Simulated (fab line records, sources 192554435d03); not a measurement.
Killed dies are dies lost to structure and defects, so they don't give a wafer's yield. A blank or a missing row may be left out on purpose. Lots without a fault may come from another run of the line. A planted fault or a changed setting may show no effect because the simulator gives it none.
Chamber matching | flow n5_finfet | N5_BEOL_M4_ETCH_77 on rie_diel-01: 4 sister chambers
The step etches underlayer in N2/H2, target depth 6.5 nm, time 5.2 s. 22 wafers are shown with their chamber, then 11 later ones without.

WAFERS WITH THEIR CHAMBER
wafer  | chamber | drypump_motor_current_A (A) | showerhead_plenum_p_Torr (Torr) | throttle_valve_pct (%)
L075.2 | 0       | 5.5                         | 2.59                            | 17.77
L075.3 | 2       | 5.9                         | 2.61                            | 17.74
L075.4 | 3       | 5.7                         | 2.58                            | 18.01
L078.1 | 1       | 6.1                         | 2.66                            | 17.77
L078.2 | 3       | 5.7                         | 2.58                            | 18.05
L078.4 | 0       | 5.5                         | 2.59                            | 17.77
L081.3 | 0       | 5.5                         | 2.59                            | 17.81
L081.5 | 1       | 6.0                         | 2.66                            | 17.77
L081.6 | 3       | 5.8                         | 2.58                            | 18.05
L084.4 | 1       | 6.1                         | 2.65                            | 17.78
L084.5 | 1       | 6.1                         | 2.65                            | 17.80
L084.6 | 2       | 5.9                         | 2.60                            | 17.33
L088.2 | 1       | 6.0                         | 2.65                            | 17.80
L088.3 | 3       | 5.7                         | 2.57                            | 18.09
L088.6 | 1       | 6.0                         | 2.65                            | 17.84
L087.1 | 0       | 5.5                         | 2.58                            | 17.39
L087.3 | 1       | 6.1                         | 2.65                            | 17.81
L087.4 | 3       | 5.8                         | 2.57                            | 18.07
L090.3 | 3       | 5.8                         | 2.57                            | 18.09
L090.4 | 2       | 5.9                         | 2.60                            | 17.37
L090.5 | 1       | 6.0                         | 2.65                            | 17.82
L093.1 | 3       | 5.8                         | 2.56                            | 18.12

SIGNATURES (means of the wafers above)
reading                  | chamber 0 | chamber 1 | chamber 2 | chamber 3 | scatter within a chamber
drypump_motor_current_A  | 5.500     | 6.050     | 5.900     | 5.757     | 0.0454
showerhead_plenum_p_Torr | 2.5875    | 2.6525    | 2.6033    | 2.5729    | 0.00594
throttle_valve_pct       | 17.6850   | 17.7987   | 17.4800   | 18.0686   | 0.113
Rule: a wafer's distance from a chamber is the root of the sum, over the readings, of the square of ((its reading less the chamber's mean) divided by the reading's scatter). The wafer belongs to the nearest chamber; if the next one is less than 2 further off, it can't be placed. The scatter: the root of (the sum of the squares of (reading less its chamber's mean) over the shown wafers, divided by (wafers less chambers)).

WAFERS WITHOUT THEIR CHAMBER
wafer  | drypump_motor_current_A (A) | showerhead_plenum_p_Torr (Torr) | throttle_valve_pct (%)
L093.4 | 6.0                         | 2.65                            | 17.84
L093.6 | 5.7                         | 2.57                            | 18.12
L094.1 | 5.8                         | 2.56                            | 18.12
L094.5 | 5.5                         | 2.57                            | 17.40
L094.6 | 5.7                         | 2.56                            | 18.12
L095.1 | 5.5                         | 2.57                            | 17.39
L095.2 | 5.8                         | 2.56                            | 18.10
L095.3 | 6.1                         | 2.65                            | 17.83
L095.4 | 5.9                         | 2.59                            | 17.43
L095.5 | 5.8                         | 2.59                            | 17.39
L095.6 | 6.0                         | 2.65                            | 17.84

WHICH CHAMBER EACH WENT THROUGH
wafer  | from the rows above | in truth
L093.4 | 1                   | 1
L093.6 | 3                   | 3
L094.1 | 3                   | 3
L094.5 | 0                   | 0
L094.6 | 3                   | 3
L095.1 | 0                   | 0
L095.2 | 3                   | 3
L095.3 | 1                   | 1
L095.4 | 2                   | 2
L095.5 | 2                   | 2
L095.6 | 1                   | 1
Placed correctly: 11 of 11. Can't be placed from these rows: 0. Placed wrongly: 0.
